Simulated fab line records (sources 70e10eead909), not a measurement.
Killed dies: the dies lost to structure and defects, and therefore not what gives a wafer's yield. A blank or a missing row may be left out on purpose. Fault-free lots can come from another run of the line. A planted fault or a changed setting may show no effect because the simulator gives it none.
fab line records	flow nand_harc
[record] lots = 10	wafers = 30	last_day = 24
route steps=1159 shown A_M0@1007 A_M1@1034 END@1159
lots untouched by any fault: they come from a run of this same line in which no faults occurred
start_h: the number of hours between the record's first day and the start of the first shown wafer of the lot	wait_h: hours elapsed since this lot's preceding step	" the same as in the row above	L1.1+2: a single row standing in for several wafers	- no value, or no start was given	* or withheld: withheld	< > ~ a bound
route shown NAME@n: a module of which the file shows steps, and the number in the route of the first	usual: mean/standard deviation taken from wafers without a fault	same: alike in all rows	chamber/n: place in a boat	sites: per-site readings	_std_site: the standard deviation of these	_edge_site: mean of outer sites minus mean of inner sites	radius_mm: for every site, how far away it sits from the centre of the wafer	mask NAME#n: copy n	behind: the most recent tool/chamber to have shaped the wafer	hold: cause of the lot's hold/its duration in hours/its outcome	device: which transistor (n, p or np) failed to switch	end of line: at the end of the route, the tests of the same wafers	a step without rows: its recipe alone	killed: at the first sort, the dies lost to defects and structure; wafer yield is something else	map: the dies of a wafer, with x for killed, . for not killed, _ for no die there
set.NAME: the setting the step ran with; set.NAME@STEP: the setting that earlier step ran with	model.NAME: the simulator's own value behind a step, which no gauge read
a sample of lots followed through the steps of the route, with each step as a table and each wafer as a row
services: a tool's chamber out of use, with start hour (start_h, from the record's first day; less than 0 if before it), hours out, and reason
[[steps]]
[step NHARC_A_M0_DESCUM_14]
[recipe] time_s = 3	o2_flow_sccm = 200	ar_flow_sccm = 0	bias_power_w = 0	chemistry = O2
[usual] drypump_motor_current_A = 5.8/0.55	oes_product_au = 1.004/0.012	rf_vpp_V = 57.8/0.96	showerhead_plenum_p_Torr = 1.91/0.086	throttle_valve_pct = 11.311/0.01
lot.wafer	tool	chamber	start_h	wait_h	drypump_motor_current_A	oes_product_au	rf_hours_counter_h	rf_vpp_V	showerhead_plenum_p_Torr	throttle_valve_pct
L899.4	rie_diel-06	0	395.66	0.1	4.8	1.019	11	57.3	1.78	11.315
L899.2	"	1	"	"	5.7	1.048	12	58.0	1.83	11.313
L899.3	"	2	"	"	6.3	1.016	13	59.6	1.99	11.302
L901.4	rie_diel-06	1	404.85	0.1	5.7	1.018	14	57.0	1.83	11.316
L901.3	"	2	"	"	6.3	0.997	14	58.3	1.99	11.328
L901.6	"	1	"	"	5.7	1.021	-	56.5	1.83	11.322
L904.2	rie_diel-04	0	424.53	0.1	6.1	1.003	11	58.1	1.95	11.299
L904.5	"	2	"	"	6.2	0.999	-	58.8	1.92	11.314
L904.6	"	3	"	"	6.2	0.987	-	57.5	1.97	11.311
L905.3	rie_diel-06	1	427.78	0.1	5.7	1.010	0	57.7	1.83	11.316
L905.4	"	2	"	"	6.3	1.029	0	58.4	1.99	11.313
L905.1	"	3	"	"	5.5	1.009	0	57.2	1.88	11.314
L902.2	rie_diel-06	3	433.15	0.1	5.5	1.010	0	58.8	1.88	11.308
L902.6	"	0	"	"	4.7	1.025	-	56.8	1.78	11.311
L902.5	"	1	"	"	5.7	1.005	-	58.7	1.83	11.312
L906.2	rie_diel-04	1	453.31	0.1	6.3	1.005	13	57.7	1.95	11.312
L906.5	"	1	"	"	6.3	0.998	-	58.9	1.95	11.305
L906.6	"	2	"	"	6.3	1.005	-	56.7	1.92	11.322
L909.3	rie_diel-06	3	475.21	0.1	5.5	1.002	4	56.1	1.87	11.320
L909.2	"	0	"	"	4.7	1.012	4	58.1	1.78	11.321
L909.5	"	2	"	"	6.3	1.022	-	56.2	1.99	11.317
L913.2	rie_diel-11	3	493.32	0.1	5.1	0.994	8	59.1	2.05	11.305
L913.1	"	0	"	"	6.1	0.990	7	58.3	2.01	11.310
L913.5	"	3	"	"	5.1	0.999	-	57.5	2.05	11.305
L916.2	rie_diel-11	1	510.55	0.1	6.6	0.999	8	56.3	1.80	11.319
L916.3	"	2	"	"	5.9	0.989	9	57.6	1.92	11.321
L916.6	"	0	"	"	6.0	0.983	-	58.7	2.01	11.313
L920.2	rie_diel-06	3	531.85	0.1	5.5	1.011	8	56.5	1.87	11.308
L920.1	"	1	"	"	5.7	0.993	8	56.9	1.83	11.317
L920.5	"	2	"	"	6.3	1.004	-	58.6	1.99	11.308
[step NHARC_A_M0_PVD_20]
[recipe] target_thk_a = 50	bias_v = 168.6	power_w = 15000	chamber_pressure_pa = 0.12	time_s = 8.06	substrate_temp_c = 50	material = TaN
[usual] chamber_pressure_pa = 0.12/0.00024	throttle_valve_pct = 30.3/0.93
lot.wafer	tool	chamber	start_h	wait_h	chamber_pressure_pa	throttle_valve_pct
L899.4	pvd_sputter-01	-	-	-	0.11999	30.0
L899.2	"	-	"	"	0.1195	30.3
L899.3	"	-	"	"	0.11974	30.4
L901.3	pvd_sputter-02	-	-	-	0.12009	30.0
L901.4	"	-	"	"	0.12027	27.9
L901.6	"	-	"	"	0.11993	28.4
L904.2	pvd_sputter-03	-	-	-	0.12028	31.4
L904.6	"	-	"	"	0.12018	30.0
L904.5	"	-	"	"	0.11996	31.9
L905.3	pvd_sputter-02	-	-	-	0.12011	28.4
L905.4	"	-	"	"	0.12024	28.1
L905.1	"	-	"	"	0.12017	30.2
L902.2	pvd_sputter-02	-	-	-	0.12006	30.7
L902.5	"	-	"	"	0.1199	30.2
L902.6	"	-	"	"	0.11995	30.1
L906.2	pvd_sputter-01	-	-	-	0.12023	30.4
L906.5	"	-	"	"	0.11963	29.9
L906.6	"	-	"	"	0.11959	30.0
L909.3	pvd_sputter-01	-	-	-	0.11987	30.3
L909.2	"	-	"	"	0.1205	30.1
L909.5	"	-	"	"	0.11996	29.9
L913.1	pvd_sputter-01	-	-	-	0.11996	29.9
L913.2	"	-	"	"	0.11992	30.5
L913.5	"	-	"	"	0.12037	30.3
L916.2	pvd_sputter-02	-	-	-	0.11995	28.4
L916.3	"	-	"	"	0.12032	30.4
L916.6	"	-	"	"	0.12005	30.5
L920.2	pvd_sputter-01	-	-	-	0.1199	30.8
L920.1	"	-	"	"	0.12	30.1
L920.5	"	-	"	"	0.1203	30.2
[step NHARC_A_M1_PEB_07]
[recipe] peb_temp_c = 100	peb_time_s = 65
[usual] heater_power_total_W = 156.5/0.39	plate_temp_C = 100.00/0.12
lot.wafer	tool	chamber	start_h	wait_h	heater_power_total_W	plate_temp_C
L899.2	litho_track-06	0	399.58	0.1	156.9	99.81
L899.3	"	0	"	"	156.9	100.07
L899.4	"	0	"	"	156.5	99.89
L901.3	litho_track-06	0	408.63	0.0	156.7	99.77
L901.4	"	0	"	"	156.3	100.13
L901.6	"	0	"	"	155.9	100.09
L904.2	litho_track-04	0	428.34	0.1	156.5	99.79
L904.5	"	0	"	"	156.0	99.92
L904.6	"	0	"	"	156.4	100.03
L905.1	litho_track-06	0	431.55	0.1	156.1	100.16
L905.3	"	0	"	"	156.7	99.97
L905.4	"	0	"	"	157.0	100.14
L902.2	litho_track-01	0	437.14	0.1	157.1	99.95
L902.5	"	0	"	"	156.8	100.03
L902.6	"	0	"	"	156.0	100.07
L906.2	litho_track-01	0	457.46	0.1	156.2	99.88
L906.5	"	0	"	"	155.9	99.69
L906.6	"	0	"	"	156.4	99.86
L909.2	litho_track-01	0	479.32	0.1	156.2	99.97
L909.3	"	0	"	"	156.9	100.11
L909.5	"	0	"	"	156.7	99.95
L913.1	litho_track-01	0	497.09	0.1	160.2	101.79
L913.2	"	0	"	"	160.7	101.79
L913.5	"	0	"	"	160.5	101.94
L916.2	litho_track-01	0	514.60	0.1	160.2	101.83
L916.3	"	0	"	"	160.4	101.59
L916.6	"	0	"	"	160.0	101.63
L920.1	litho_track-06	0	536.37	0.1	155.9	99.76
L920.2	"	0	"	"	156.7	99.80
L920.5	"	0	"	"	156.2	99.95
[step NHARC_A_M1_CD_MEAS_09]
[recipe] target_cd_nm = 120	landing_energy_ev = 500
[usual] cd_nm = 119.8/0.61
lot.wafer	tool	chamber	start_h	wait_h	hold	cd_nm
L899.2	cd_sem-02	0	399.66	-	-	119.8
L899.3	"	0	"	"	-	121.3
L899.4	"	0	"	"	-	120.0
L901.3	cd_sem-03	0	408.71	-	-	119.7
L901.4	"	0	"	"	-	120.5
L901.6	"	0	"	"	-	120.0
L904.2	cd_sem-02	0	428.42	-	-	119.8
L904.5	"	0	"	"	-	119.2
L904.6	"	0	"	"	-	119.4
L905.1	cd_sem-03	0	431.63	-	-	119.0
L905.3	"	0	"	"	-	120.3
L905.4	"	0	"	"	-	118.7
L902.2	cd_sem-01	0	437.22	-	-	119.4
L902.5	"	0	"	"	-	120.3
L902.6	"	0	"	"	-	119.6
L906.2	cd_sem-01	0	457.54	-	-	119.6
L906.5	"	0	"	"	-	119.1
L906.6	"	0	"	"	-	119.3
L909.2	cd_sem-01	0	479.40	-	-	119.7
L909.3	"	0	"	"	-	119.6
L909.5	"	0	"	"	-	119.1
L913.1	cd_sem-03	0	497.17	-	await_dispo/0.2h/release	125.2
L913.2	"	0	"	"	await_dispo/0.2h/release	125.4
L913.5	"	0	"	"	await_dispo/0.2h/release	125.7
L913.1	cd_sem-03	0	-	-	-	125.2
L913.2	"	0	"	"	-	125.1
L913.5	"	0	"	"	-	125.6
L916.2	cd_sem-03	0	514.68	-	await_dispo/0.2h/release	124.2
L916.3	"	0	"	"	await_dispo/0.2h/release	123.7
L916.6	"	0	"	"	await_dispo/0.2h/release	124.3
L916.2	cd_sem-03	0	-	-	-	124.2
L916.3	"	0	"	"	-	123.6
L916.6	"	0	"	"	-	124.5
L920.1	cd_sem-03	0	536.45	-	-	119.4
L920.2	"	0	"	"	-	120.8
L920.5	"	0	"	"	-	120.0
[step NHARC_A_M1_CD_MEAS_16]
[usual] cd_nm = 119.6/0.82
lot.wafer	tool	chamber	start_h	wait_h	hold	cd_nm
L899.2	cd_sem-02	-	400.15	-	-	120.0
L899.3	"	-	"	"	-	122.0
L899.4	"	-	"	"	-	119.7
L901.3	cd_sem-03	-	409.38	-	-	120.4
L901.4	"	-	"	"	-	121.1
L901.6	"	-	"	"	-	119.4
L904.2	cd_sem-03	-	428.91	-	-	118.7
L904.5	"	-	"	"	-	119.7
L904.6	"	-	"	"	-	118.4
L905.1	cd_sem-02	-	432.12	-	-	119.3
L905.3	"	-	"	"	-	120.6
L905.4	"	-	"	"	-	118.8
L902.2	cd_sem-02	-	437.71	-	-	119.9
L902.5	"	-	"	"	-	119.9
L902.6	"	-	"	"	-	119.6
L906.2	cd_sem-01	-	458.07	-	-	120.1
L906.5	"	-	"	"	-	119.6
L906.6	"	-	"	"	-	119.4
L909.2	cd_sem-01	-	479.91	-	-	119.0
L909.3	"	-	"	"	-	119.1
L909.5	"	-	"	"	-	118.4
L913.1	cd_sem-03	-	499.94	-	await_dispo/0.2h/release	124.9
L913.2	"	-	"	"	await_dispo/0.2h/release	124.9
L913.5	"	-	"	"	await_dispo/0.2h/release	125.8
L913.1	cd_sem-03	-	500.12	0.2	-	124.9
L913.2	"	-	"	"	-	124.8
L913.5	"	-	"	"	-	126.2
L916.2	cd_sem-02	-	516.30	-	await_dispo/0.2h/release	125.1
L916.3	"	-	"	"	await_dispo/0.2h/release	124.2
L916.6	"	-	"	"	await_dispo/0.2h/release	125.4
L916.2	cd_sem-02	-	516.48	0.2	-	125.2
L916.3	"	-	"	"	-	123.8
L916.6	"	-	"	"	-	125.2
L920.1	cd_sem-03	-	536.94	-	-	120.6
L920.2	"	-	"	"	-	119.5
L920.5	"	-	"	"	-	121.3
[step NHARC_A_M1_PVD_21]
[recipe] target_thk_a = 300	chamber_pressure_pa = 5	power_w = 5000	substrate_temp_c = 30	time_s = 20.49	material = Cu
[usual] chamber_pressure_pa = 5.000/0.011	throttle_valve_pct = 30.0/1.1
lot.wafer	tool	chamber	start_h	wait_h	chamber_pressure_pa	throttle_valve_pct
L899.3	pvd_sputter-01	-	-	-	5.019	30.2
L899.4	"	-	"	"	5.010	30.0
L899.2	"	-	"	"	5.004	30.1
L901.4	pvd_sputter-03	-	-	-	5.020	32.0
L901.3	"	-	"	"	5.004	30.1
L901.6	"	-	"	"	5.000	31.7
L904.2	pvd_sputter-03	-	-	-	4.986	31.8
L904.5	"	-	"	"	5.002	31.5
L904.6	"	-	"	"	4.991	30.4
L905.4	pvd_sputter-02	-	-	-	5.001	30.5
L905.3	"	-	"	"	5.007	29.8
L905.1	"	-	"	"	4.994	28.1
L902.2	pvd_sputter-03	-	-	-	5.001	31.4
L902.5	"	-	"	"	5.010	30.1
L902.6	"	-	"	"	4.983	31.7
L906.2	pvd_sputter-01	-	-	-	4.996	30.3
L906.6	"	-	"	"	5.014	30.1
L906.5	"	-	"	"	4.994	30.4
L909.3	pvd_sputter-02	-	-	-	4.997	28.1
L909.2	"	-	"	"	5.008	30.3
L909.5	"	-	"	"	5.001	28.2
L913.2	pvd_sputter-02	-	-	-	4.983	30.0
L913.1	"	-	"	"	4.988	28.2
L913.5	"	-	"	"	4.992	30.2
L916.2	pvd_sputter-02	-	-	-	4.994	28.4
L916.3	"	-	"	"	4.999	30.1
L916.6	"	-	"	"	4.985	28.1
L920.1	pvd_sputter-02	-	-	-	4.998	28.1
L920.2	"	-	"	"	5.009	30.0
L920.5	"	-	"	"	4.996	28.2
[step NHARC_END_SORT_01]
[recipe] temp_c = 25
[usual] defect_limited_yield = 95.7/1.6	killed_at_array = 25/9.7	killed_at_other = 0.7/0.87	killed_at_periphery = 3.3/2.3	killed_dies = 29/11	killed_open = 3.6/2.1	killed_short = 2.3/1.7	sort_bin_2_pct = 1.4/0.62	sort_bin_3_pct = 0.25/0.21	sort_bin_4_pct = 2.7/1	sort_n_pass = 648/11	sort_rim_yield_pct = 94/3.2	sort_yield_pct = 95.7/1.6
[same] gross_dies = 677	sort_bin_5_pct[%] = 0	sort_bin_6_pct[%] = 0	sort_bin_7_pct[%] = 0	sort_bin_8_pct[%] = 0	sort_rim_n_gross = 106.00
lot.wafer	tool	chamber	start_h	wait_h	defect_limited_yield[%]	killed_at_array	killed_at_other	killed_at_periphery	killed_dies	killed_open	killed_short	sort_bin_2_pct[%]	sort_bin_3_pct[%]	sort_bin_4_pct[%]	sort_n_pass	sort_rim_yield_pct[%]	sort_yield_pct[%]
L913.1	prober-02	0	533.15	2.5	95.0	30	0	4	34	2	1	1.5	0	3.5	643	95	95.0
L916.6	prober-01	0	556.24	4.0	95.9	24	0	4	28	6	2	1.5	0.15	2.5	649	96	95.9
L920.1	prober-01	0	582.56	2.5	96.8	17	2	3	22	5	4	1.3	0.30	1.6	655	95	96.8
L920.2	prober-01	0	583.35	2.8	95.7	27	0	2	29	3	2	1.0	0.59	2.7	648	93	95.7
L920.5	prober-01	0	585.72	3.7	97.6	13	0	3	16	0	5	0.6	0	1.8	661	98	97.6
// killed by level:class
L913.1 A_SLIT:chamber_film_flake=17 A_CHANNEL_HOLE_D1:chamber_film_flake=6 A_CONTACT:chamber_film_flake=5 P_CONTACT:geometric_particle:open=1 P_M0:geometric_particle:open=1 A_SGD_CUT:geometric_particle:short=1 P_GATE:chamber_film_flake=1 P_CONTACT:chamber_film_flake=1
L916.6 A_CONTACT:chamber_film_flake=8 A_CHANNEL_HOLE_D1:chamber_film_flake=7 A_STAIRCASE:chamber_film_flake=4 P_CONTACT:geometric_particle:open=2 A_CONTACT:geometric_particle:open=2 P_CONTACT:geometric_particle:short=1 A_CHANNEL_FILL_D1:geometric_particle:short=1 A_BLC:geometric_particle:open=1
L920.1 A_CHANNEL_HOLE_D1:chamber_film_flake=6 A_CHANNEL_FILL_D1:chamber_film_flake=2 P_M0:geometric_particle:open=1 P_M0:geometric_particle:short=1 A_SOURCE_PLATE:geometric_particle:open=1 A_ONON_D1:geometric_particle:open=1 A_CHANNEL_FILL_D1:geometric_particle:short=1 A_CHANNEL_FILL_D1:geometric_particle:open=1
L920.2 A_CHANNEL_HOLE_D1:chamber_film_flake=10 A_CONTACT:chamber_film_flake=6 A_STAIRCASE:chamber_film_flake=4 A_SLIT:chamber_film_flake=2 P_M1:geometric_particle:open=1 A_SGD_CUT:geometric_particle:short=1 A_WL_FILL:geometric_particle:short=1 A_WL_FILL:geometric_particle:open=1
L920.5 A_CONTACT:chamber_film_flake=5 A_STAIRCASE:chamber_film_flake=3 A_WL_FILL:geometric_particle:short=2 A_CHANNEL_HOLE_D1:chamber_film_flake=2 P_GATE:geometric_particle:short=1 P_CONTACT:geometric_particle:short=1 A_CHANNEL_FILL_D1:geometric_particle:short=1 P_STI:chamber_film_flake=1
[[services]]
tool	chamber	start_h	hours	kind
rie_diel-06	0	372.87	-	clean
rie_diel-06	1	372.87	-	clean
rie_diel-06	2	372.87	-	clean
rie_diel-06	3	372.87	-	clean
rie_diel-04	0	374.74	6.6	repair
rie_diel-04	3	389.28	15.7	repair
pvd_sputter-02	-	392.00	10.0	pm
litho_track-01	-	443.00	7.0	pm
rie_diel-04	3	444.79	35.0	repair
rie_diel-06	2	454.50	7.5	repair
pvd_sputter-01	-	464.32	6.8	repair
rie_diel-04	-	465.92	9.0	pm
litho_track-06	-	467.00	7.0	pm
pvd_sputter-03	-	469.78	10.0	pm
litho_track-04	-	491.00	7.0	pm
pvd_sputter-03	-	492.24	10.0	repair
rie_diel-06	-	504.55	0.7	repair
rie_diel-11	3	504.84	4.9	repair
pvd_sputter-03	-	508.54	2.2	repair
pvd_sputter-01	-	514.00	10.0	pm
pvd_sputter-02	-	516.52	2.5	repair
rie_diel-04	2	516.67	1.3	repair
rie_diel-04	3	522.57	7.3	repair
pvd_sputter-03	-	535.15	3.3	repair
[[key]]
[first_sign] step = NHARC_A_M1_PEB_07	reading = plate_temp_C	direction = up	sigmas = 15	usual = *	struck = *
[effect] step = NHARC_A_M1_PEB_07	reading = heater_power_total_W	direction = up	sigmas = 9.6	usual = *	struck = *
[effect] step = NHARC_A_M1_CD_MEAS_09	reading = visit	direction = added	through = control_loop
[effect] step = NHARC_A_M1_CD_MEAS_09	reading = cd_nm	direction = up	sigmas = 8.2	usual = 119.8	struck = 124.8	through = control_loop
[effect] step = NHARC_A_M1_CD_MEAS_16	reading = visit	direction = added	through = control_loop
[effect] step = NHARC_A_M1_CD_MEAS_16	reading = cd_nm	direction = up	sigmas = 6.7	usual = 119.6	struck = 125.0	through = control_loop
met_at NHARC_A_M1_PEB_07
struck_lots L913,L916
[loop_trim] step = NHARC_A_M1_EXPOSE_06	setting = dose	lots = L916
not_acting_at NHARC_A_M0_DESCUM_14,NHARC_A_M0_PVD_20,NHARC_A_M1_PVD_21
onset_between 479.32 497.09
[fault] kind = process_parameter_drift	tool = litho_track-01	chamber = -	onset_h = 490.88	steps = NHARC_A_M1_PEB_07	channel = peb_temp_c	offset = *	shape = step	end_h = 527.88	acts_in = *	stated = *
// loop_trim: a control loop set the setting to another value than it would have without faults
